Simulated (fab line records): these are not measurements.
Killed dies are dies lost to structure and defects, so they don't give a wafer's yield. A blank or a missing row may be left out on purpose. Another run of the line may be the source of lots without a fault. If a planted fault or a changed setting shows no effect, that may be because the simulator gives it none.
8D (eight disciplines) problem report, filled in by code | flow n5 finfet | the parts of the form that need people (team, actions taken, sign-off) are left out

== 1. THE ISSUE ==
Wafers without a fault read 1500.1 rpm, standard deviation 1; spin speed rpm at N5_BEOL_M15_COAT_60 reads a mean of 1560.3 rpm on 6 wafers belonging to 2 lots. That is +60 standard deviations from the usual mean.
The step: time 60 s, resist thk 89 nm.
Seen first at day 15 15:25 on litho track-05, wafer L213.1. At this step, 38 wafers from 13 lots have a number in the record. Rule for "out" (also "out of limits"): further than 4 standard deviations from the usual mean. The other wafers with a number count as sound.

== 2. WHAT IT IS, WHAT IT ISN'T ==
question                    | is                     | is not
which readings at this step | spin speed rpm         | -
which lots                  | L213, L218             | L199, L201, L205, L206, L208, L209, L210, L216, L220, L221, L222
which wafers of those lots  | all that have a number | -
read on which tools         | litho track-05         | litho track-03, litho track-04
when                        | from day 15 15:25      | up to then (20 sound wafers); but 12 sound wafers of L216, L220, L221, L222 came after

== 3. WHAT RULES OUT EACH SUSPECT ==
Counting: a tool at any process step up to the reading remains a suspect when it ran all the lots that are out and ran no sound lot after the first of those.
- litho track-05 at N5_BEOL_M15_COAT_60 (time 60 s, resist thk 89 nm): kept. It processed each lot that is out, first L213 at day 15 15:25, and no sound lot thereafter; up to then, the last sound lot it processed was L209 at day 14 09:34. Out on those wafers are its own readings of spin speed rpm.
The count leaves litho track-05 at N5_BEOL_M15_COAT_60.

== 4. THE CAUSE (what the simulator had put in) ==
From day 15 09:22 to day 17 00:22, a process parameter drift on litho track-05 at N5_BEOL_M15_COAT_60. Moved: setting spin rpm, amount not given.
Counting left only this tool.

== 5. THE EFFECT CHAIN, in route order ==
Each row: a reading where the mean over the struck wafers with a number is more than 3 standard deviations away from the usual. Scope: only readings with a usual standard deviation given in the record; hours: median across lots of the time from each lot's start at the first step in this table that gives one to its start at this step; sigmas: change in usual standard deviations.
hours | step                | reading        | usual      | on struck wafers | change | sigmas
0     | N5_BEOL_M15_COAT_60 | spin speed rpm | 1500.1 rpm | 1560.3           | +60.2  | +60
The process steps in it:
- N5_BEOL_M15_COAT_60: time 60 s, resist thk 89 nm.
Later measuring or inspecting steps at which every struck wafer that the step has a row for has a number for every such reading, and none has moved that far: N5_BEOL_M15_OVL_MEAS_29.

== 6. WHAT WOULD HAVE CAUGHT IT SOONER ==
In this record the first reading out of limits was taken at day 15 15:25, 6 hours after the fault began at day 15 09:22.
